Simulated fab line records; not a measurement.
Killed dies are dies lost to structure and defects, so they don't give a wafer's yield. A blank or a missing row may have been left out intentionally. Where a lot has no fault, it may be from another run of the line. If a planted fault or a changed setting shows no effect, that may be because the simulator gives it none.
fab line records | flow nand_harc
record: lots: 5 wafers: 15 last_day: 23
route steps=1159 shown A_CHANNEL_HOLE_D1@489 A_CHANNEL_FILL_D1@490 A_STAIRCASE@519 END@1159
lots that met no fault: taken from a fault-free run of the same line
start_h: the number of hours between the record's first day and the start of the first shown wafer of the lot | wait_h: how many hours have passed since the lot's step before this one | " unchanged from the row above | L1.1+2: several wafers, shown together as one row | - no value, or no start given | * or withheld: withheld | < > ~ a bound
route shown NAME@n: a module of which the file shows steps, and the number in the route of the first | usual: mean/standard deviation of fault-free wafers | same: alike in all rows | chamber/n: place in a boat | sites: readings site by site | _std_site: their standard deviation | _edge_site: inner sites' mean taken away from outer sites' mean | radius_mm: how far each site lies from the wafer's centre | mask NAME#n: copy n | behind: the last tool/chamber to shape the wafer | hold: why the lot went on hold/how many hours it stayed there/how the hold came to an end | device: names the non-switching transistor (n, p or np) | end of line: tests run on the same wafers once the route is complete | for a step that has no rows: nothing shown but its recipe | killed: the dies lost at the first sort to structure and to defects; this is not the yield of the wafer | map: the dies of a wafer, with x for killed, . for not killed, _ for no die there
set.NAME: the setting that was run; set.NAME@STEP: the one run at that earlier step | model.NAME: the simulator's own value behind a step, which no gauge read
lots at selected steps of the route; one table per step, one row per wafer
services: from which hour (start_h, from the record's first day; less than 0 if before it) a tool's chamber was out of use, for how many hours, and why
== steps ==
step: NHARC_A_CHANNEL_HOLE_D1_INSPECT_40
usual: raw_defect_count: 63/15
columns lot.wafer tool chamber start_h wait_h raw_defect_count
L936.3 defect_inspect-01 - 192.67 - 77
L936.4 " - " " 66
L936.5 " - " " 58
L937.2 defect_inspect-01 - 195.42 - 38
L937.4 " - " " 81
L937.6 " - " " 57
L939.1 defect_inspect-01 - 201.14 - 57
L939.3 " - " " 41
L939.6 " - " " 51
L951.1 defect_inspect-02 - 278.59 - 51
L951.2 " - " " 42
L951.5 " - " " 39
L954.2 defect_inspect-02 - 291.87 - 69
L954.5 " - " " 75
L954.6 " - " " 63
step: NHARC_A_CHANNEL_FILL_D1_PRECLEAN_00
recipe: time_s: * temp_c: 50 bath_age_min: 0 chemistry: SC1
step: NHARC_A_CHANNEL_FILL_D1_SRD_01
step: NHARC_A_CHANNEL_FILL_D1_ALD_02
recipe: target_thk_a: 60 pulse_time_s: 10 ald_cycles: 60 temp_c: 300 material: SiO2
step: NHARC_A_CHANNEL_FILL_D1_ALD_03
recipe: target_thk_a: 60 pulse_time_s: 60 ald_cycles: 58 temp_c: 630 pressure_torr: 2 material: SiNx
step: NHARC_A_CHANNEL_FILL_D1_ALD_14
recipe: target_thk_a: 25 pulse_time_s: 10 ald_cycles: 25 temp_c: 300 material: SiO2
step: NHARC_A_CHANNEL_FILL_D1_ALD_15
recipe: target_thk_a: 20 pulse_time_s: 60 ald_cycles: 19 temp_c: 630 pressure_torr: 2 material: SiNx
step: NHARC_A_CHANNEL_FILL_D1_ALD_16
recipe: target_thk_a: 15 pulse_time_s: 10 ald_cycles: 15 temp_c: 300 material: SiO2
usual: heater_power_w: 468/37 precursor_pulse_height_rel: 1.001/0.02
columns lot.wafer tool chamber start_h wait_h heater_power_w precursor_pulse_height_rel since_wet_clean_h
L937.2 ald_hk-01 1 207.71 0.0 417 1.004 146
L937.4 " 3 " " 533 0.975 146
L937.6 " 1 " " 417 1.019 -
L936.3 ald_hk-02 0 207.76 0.1 466 0.990 93
L936.4 " 1 " " 512 0.966 93
L936.5 " 3 " " 456 0.985 -
L939.1 ald_hk-04 0 214.33 0.1 440 1.026 17
L939.3 " 1 " " 472 0.990 17
L939.6 " 0 " " 451 1.028 -
L951.1 ald_hk-04 3 291.18 0.0 486 1.018 94
L951.2 " 2 " " 459 1.018 94
L951.5 " 3 " " 488 1.029 -
L954.2 ald_hk-01 1 304.74 0.5 416 0.975 65
L954.6 " 2 " " 414 1.006 -
L954.5 " 3 " " 511 1.030 -
step: NHARC_A_CHANNEL_FILL_D1_ANNEAL_17
recipe: temp_c: 850 time_s: 1800
step: NHARC_A_CHANNEL_FILL_D1_CVD_18
recipe: target_thk_a: 30 temp_c: 550 material: poly-Si
step: NHARC_A_CHANNEL_FILL_D1_ETCHBACK_19
recipe: target_depth_a: 50 time_s: 1.7 hbr_flow_sccm: 150 cl2_flow_sccm: 50 rf_w: 400 icp_w: 400 bias_w: 100 chemistry: HBr/Cl2
usual: drypump_motor_current_A: 5.7/0.4 he_backside_leak_sccm: 2.67/0.28 oes_product_au: 1.000/0.011 throttle_valve_pct: 26.406/0.0081
columns lot.wafer tool chamber start_h wait_h drypump_motor_current_A he_backside_leak_sccm oes_product_au rf_hours_counter_h throttle_valve_pct
L937.4 rie_si-05 3 219.74 0.4 5.9 2.31 1.010 1.4 26.406
L937.2 " 1 " " 5.9 2.38 1.001 1.4 26.391
L937.6 " 0 " " 6.1 2.84 0.990 - 26.414
L936.3 rie_si-04 3 219.74 0.4 4.7 2.95 0.983 1.0 26.405
L936.4 " 0 " " 6.2 3.76 1.007 1.1 26.408
L936.5 " 3 " " 4.7 2.94 0.989 - 26.403
L939.3 rie_si-04 2 226.70 0.4 5.5 2.40 0.996 1.0 26.405
L939.1 " 3 " " 4.7 2.92 0.997 1.1 26.408
L939.6 " 2 " " 5.5 2.51 0.992 - 26.406
L951.1 rie_si-05 3 302.74 0.4 5.9 2.43 0.997 0.5 26.394
L951.2 " 0 " " 6.1 3.05 1.007 0.5 26.406
L951.5 " 2 " " 6.1 2.73 0.984 - 26.399
L954.2 rie_si-05 3 318.68 0.4 5.8 2.19 1.000 0.7 26.417
L954.6 " 3 " " 5.8 2.32 0.994 - 26.406
L954.5 " 0 " " 6.1 2.63 1.005 - 26.420
step: NHARC_A_CHANNEL_FILL_D1_ETCHBACK_20
recipe: target_depth_a: 270 time_s: 13.5 c4f8_flow_sccm: withheld o2_flow_sccm: 8 ar_flow_sccm: withheld rf_w: 600 bias_w: 1500 chemistry: C4F8/O2/Ar
step: NHARC_A_CHANNEL_FILL_D1_STRIP_28
recipe: time_s: 20 o2_flow_sccm: 500 ar_flow_sccm: 0 bias_w: 0 chemistry: O2
usual: drypump_motor_current_A: 5.7/0.49 oes_product_au: 1.000/0.0093 rf_vpp_V: 57.7/0.95 showerhead_plenum_p_Torr: 3.52/0.13 throttle_valve_pct: 17.036/0.0089
columns lot.wafer tool chamber start_h wait_h drypump_motor_current_A oes_product_au rf_hours_counter_h rf_vpp_V showerhead_plenum_p_Torr throttle_valve_pct
L937.2 rie_diel-05 3 219.96 0.1 5.3 1.026 2 59.3 3.72 17.039
L937.4 " 1 " " 5.7 1.006 2 57.5 3.41 17.039
L937.6 " 3 " " 5.3 1.015 - 58.6 3.72 17.041
L936.4 rie_diel-13 0 219.96 0.1 5.0 0.983 3 58.8 3.64 17.041
L936.3 " 2 " " 5.5 0.990 3 56.5 3.35 17.035
L936.5 " 0 " " 5.0 0.997 - 59.2 3.64 17.050
L939.1 rie_diel-05 3 226.92 0.1 5.3 1.030 2 58.7 3.72 17.017
L939.3 " 1 " " 5.7 1.014 2 59.0 3.41 17.040
L939.6 " 0 " " 5.1 0.996 - 56.8 3.44 17.039
L951.2 rie_diel-13 0 302.96 0.1 5.0 0.994 0 57.6 3.64 17.039
L951.1 " 1 " " 5.9 1.001 0 56.8 3.54 17.050
L951.5 " 2 " " 5.5 0.994 - 56.6 3.35 17.022
L954.2 rie_diel-05 3 318.90 0.1 5.3 1.005 5 58.5 3.72 17.035
L954.5 " 2 " " 5.9 0.998 - 58.3 3.65 17.033
L954.6 " 3 " " 5.3 1.010 - 59.3 3.72 17.029
step: NHARC_A_CHANNEL_FILL_D1_PRECLEAN_21
recipe: time_s: 30 chemistry: dHF
step: NHARC_A_CHANNEL_FILL_D1_SRD_23
step: NHARC_A_CHANNEL_FILL_D1_CVD_05
recipe: target_thk_a: 50 temp_c: 550 material: poly-Si
step: NHARC_A_CHANNEL_FILL_D1_ANNEAL_22
recipe: temp_c: 620 time_s: 7200
step: NHARC_A_CHANNEL_FILL_D1_ALD_25
recipe: target_thk_a: 600 pulse_time_s: 10 ald_cycles: 600 temp_c: 300 material: SiOx
usual: heater_power_w: 474/43 precursor_pulse_height_rel: 1.000/0.02
columns lot.wafer tool chamber start_h wait_h heater_power_w precursor_pulse_height_rel since_wet_clean_h
L937.4 ald_hk-02 0 231.74 0.0 462 0.991 118
L937.2 " 1 " " 511 0.999 119
L937.6 " 0 234.23 2.5 458 0.984 -
L936.3 ald_hk-04 1 232.55 0.8 463 0.956 36
L936.4 " 3 233.79 2.1 481 1.032 38
L936.5 " 1 235.04 3.3 457 0.991 -
L939.1 ald_hk-02 0 239.92 1.4 458 0.980 126
L939.3 " 1 " " 521 1.030 127
L939.6 " 2 " " 564 1.017 -
L951.2 ald_hk-02 0 315.52 0.7 483 1.010 23
L951.1 " 2 316.76 1.9 533 1.005 24
L951.5 " 3 " " 432 0.995 -
L954.2 ald_hk-02 3 332.28 1.9 434 1.006 40
L954.5 " 0 " " 461 0.994 -
L954.6 " 1 " " 484 1.002 -
step: NHARC_A_CHANNEL_FILL_D1_ETCHBACK_08
recipe: target_depth_a: 2200 time_s: 110 c4f8_flow_sccm: 20 ar_flow_sccm: withheld rf_w: 600 bias_w: 300 chemistry: C4F8
usual: oes_product_au: 0.95/0.033 rf_vpp_V: 440.6/2.5
columns lot.wafer tool chamber start_h wait_h oes_product_au rf_hours_counter_h rf_vpp_V
L937.4 rie_diel-05 1 - - 0.93 2 437.2
L937.2 " 3 " " 0.92 3 445.0
L937.6 " 0 " " 0.91 - 439.0
L936.4 rie_diel-01 3 - - 1.01 18 439.3
L936.3 " 1 " " 1.01 19 438.0
L936.5 " 0 " " 1.00 - 437.7
L939.3 rie_diel-05 2 - - 0.93 3 443.5
L939.1 " 0 " " 0.91 3 439.8
L939.6 " 2 " " 0.94 - 443.5
L951.2 rie_diel-13 0 - - 0.93 1 443.7
L951.1 " 3 " " 0.92 0 440.5
L951.5 " 1 " " 0.93 - 441.7
L954.2 rie_diel-13 0 - - 0.92 1 441.8
L954.5 " 3 " " 0.91 - 440.4
L954.6 " 0 " " 0.92 - 442.5
step: NHARC_A_CHANNEL_FILL_D1_STRIP_29
recipe: time_s: 20 o2_flow_sccm: 500 ar_flow_sccm: 0 bias_w: 0 chemistry: O2
step: NHARC_A_CHANNEL_FILL_D1_PRECLEAN_30
recipe: time_s: 30 chemistry: dHF
step: NHARC_A_CHANNEL_FILL_D1_SRD_31
step: NHARC_A_CHANNEL_FILL_D1_CVD_09
recipe: target_thk_a: 1500 temp_c: 620 pressure_mtorr: 200 time_s: 3000 material: poly-Si
step: NHARC_A_CHANNEL_FILL_D1_CMP_10
recipe: target_thk_nm: 150
usual: motor_current_A: 12.2/1.1 time_to_endpoint_s: 13.9/2.4
columns lot.wafer tool chamber start_h wait_h motor_current_A time_to_endpoint_s
L937.4 cmp-01 0 243.21 0.4 12.2 12.8
L937.2 " 1 " " 14.6 12.0
L937.6 " 3 " " 11.7 12.2
L936.3 cmp-04 3 243.30 0.5 11.9 14.0
L936.4 " 0 " " 12.7 17.4
L936.5 " 1 " " 12.8 15.6
L939.1 cmp-02 0 249.98 0.4 12.5 15.5
L939.3 " 1 " " 13.0 15.8
L939.6 " 2 " " 11.9 14.1
L951.1 cmp-01 0 326.40 0.4 11.5 15.5
L951.2 " 1 " " 14.6 12.1
L951.5 " 3 " " 12.9 13.5
L954.2 cmp-01 1 341.87 0.4 14.3 15.8
L954.5 " 3 " " 12.4 14.0
L954.6 " 0 " " 12.4 15.4
step: NHARC_A_CHANNEL_FILL_D1_SRD_12
step: NHARC_A_CHANNEL_FILL_D1_RTA_24
recipe: temp_c: 1000 time_s: 5
step: NHARC_A_STAIRCASE_DEP_156
recipe: target_thk_a: 500 temp_c: 400 target_thk_nm: 50 flow_sccm: 200 rf_w: 450 material: SiNx
step: NHARC_A_STAIRCASE_DEHYDRATE_158
recipe: temp_c: 150 time_s: 120
step: NHARC_A_STAIRCASE_HMDS_159
recipe: time_s: 30
step: NHARC_A_STAIRCASE_COAT_160
recipe: spin_rpm: 1200
step: NHARC_A_STAIRCASE_SOFTBAKE_161
recipe: temp_c: 135 time_s: 170
step: NHARC_A_STAIRCASE_EBR_162
step: NHARC_A_STAIRCASE_EXPOSE_163
recipe: na: 0.5 dose_mj: 20.01 mask_id: STAIR_OPEN
step: NHARC_A_STAIRCASE_PEB_164
recipe: peb_temp_c: 115 peb_time_s: 130
step: NHARC_A_STAIRCASE_DEVELOP_165
recipe: time_s: 140
step: NHARC_A_STAIRCASE_HARDBAKE_167
recipe: temp_c: 120 time_s: 140
step: NHARC_A_STAIRCASE_DESCUM_168
recipe: time_s: 3 o2_flow_sccm: 200 ar_flow_sccm: 0 bias_power_w: 0 chemistry: O2
step: NHARC_END_SORT_01
recipe: temp_c: 25
usual: killed_at_array: 24/8.8 killed_at_other: 0.7/0.99 killed_at_periphery: 3.5/2.6 killed_dies: 28/9.3 killed_open: 3.2/1.7 killed_short: 1.7/1.4
same: gross_dies: 677
columns lot.wafer tool chamber start_h wait_h killed_at_array killed_at_other killed_at_periphery killed_dies killed_open killed_short
L951.2 prober-02 0 544.57 2.8 93 0 6 99 3 2
killed by level:class
L951.2 A_CHANNEL_FILL_D1:unspecified=77 A_SLIT:chamber_film_flake=6 P_CONTACT:chamber_film_flake=3 A_CHANNEL_HOLE_D1:chamber_film_flake=3 A_CONTACT:chamber_film_flake=3 P_M1:geometric_particle:open=1 P_M2:geometric_particle:open=1 A_SOURCE_PLATE:geometric_particle:short=1
map L951.2 (x killed, . not)
____________.____________
_________.....x._________
_______..........._______
______.............______
_____..............._____
____.................____
____.................____
___...................___
___...................___
__.....................__
__.....................__
_......................._
_......................._
_......................._
_.................x....._
_......................._
................x.x......
.........................
.........................
.........................
...............x.x.......
_................x......_
_..............xxxx.x..._
_...x...........xxxxxxx._
_............x.xxxxxxxx._
_............xxxxxxxxx.._
__.......x....xxxxxxx..__
__.......x...xxxxxxxxxx__
___....x......xxxxxxxx___
___....x......xxxxxxxx___
____.........xxx.xxxx____
____..........x.xxxxx____
_____x.........x.xxx_____
______.x........xxx______
_______.........xx_______
_________......._________
____________.____________
map L936.5 (x killed, . not)
____________.____________
_________....x.._________
_______..........._______
______.............______
_____..............._____
____.................____
____.x...............____
___...................___
___...................___
__.....................__
__.....................__
_......................._
_......................._
_......................._
_...x..................._
_................x......_
..........x..............
....x....................
......................x..
......................xxx
....................x....
_.....................x._
_.................x.xxx._
_.....................x._
_.........x..........xx._
_..........x.x.........._
__.....................__
__.....................__
___...................___
___...................___
____..............x..____
____..............x..____
_____x.............._____
______x............______
_______......x...._______
_________......._________
____________.____________
== services ==
columns tool chamber start_h hours kind
ald_hk-04 - 187.33 10.0 pm
cmp-02 - 189.09 1.9 repair
cmp-01 - 192.90 1.7 repair
rie_diel-13 2 202.51 2.3 repair
cmp-04 - 203.06 4.0 pm
ald_hk-04 - 209.07 2.9 repair
cmp-04 - 218.40 6.5 repair
rie_diel-05 3 223.82 1.4 repair
cmp-02 - 226.50 4.0 pm
cmp-04 - 227.14 1.3 repair
ald_hk-01 - 229.71 10.0 pm
rie_si-05 - 239.03 9.0 pm
rie_diel-13 1 242.68 6.1 repair
cmp-04 - 244.28 1.0 repair
cmp-02 - 245.07 4.0 repair
rie_diel-13 - 276.00 9.0 pm
rie_si-04 - 276.00 9.0 pm
cmp-01 - 277.50 4.0 pm
cmp-01 - 285.82 2.0 repair
cmp-01 - 288.07 1.1 repair
rie_si-04 2 300.27 1.0 repair
rie_si-04 1 314.08 11.1 repair
rie_diel-05 - 320.48 0.4 repair
rie_diel-05 - 340.60 9.0 pm
== key ==
first_sign: step: NHARC_END_SORT_01 reading: killed_at_array direction: up sigmas: 7.8 usual: 24 struck: 93
effect: step: NHARC_END_SORT_01 reading: killed_dies direction: up sigmas: 7.6 usual: 28 struck: 99
more_kills_born_at: NHARC_A_CHANNEL_FILL_D1_STRIP_28@rie_diel-13: 76
met_at NHARC_A_CHANNEL_FILL_D1_STRIP_28
struck_wafers L951.2
tester_left_out L951
onset_between 219.96 302.96
fault: kind: chamber_particle_source tool: rie_diel-13 chamber: 0 onset_h: 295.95 steps: NHARC_A_CHANNEL_FILL_D1_STRIP_28 rate_per_visit_cm2: 0.79499 end_h: 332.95
tester_left_out: of these lots the tester's yield and bins aren't shown, on N5 and GAA mostly nor the transistor test; their killed dies are dies lost to structure and defects alone, not to doping, threshold or leakage, so they don't give the yield
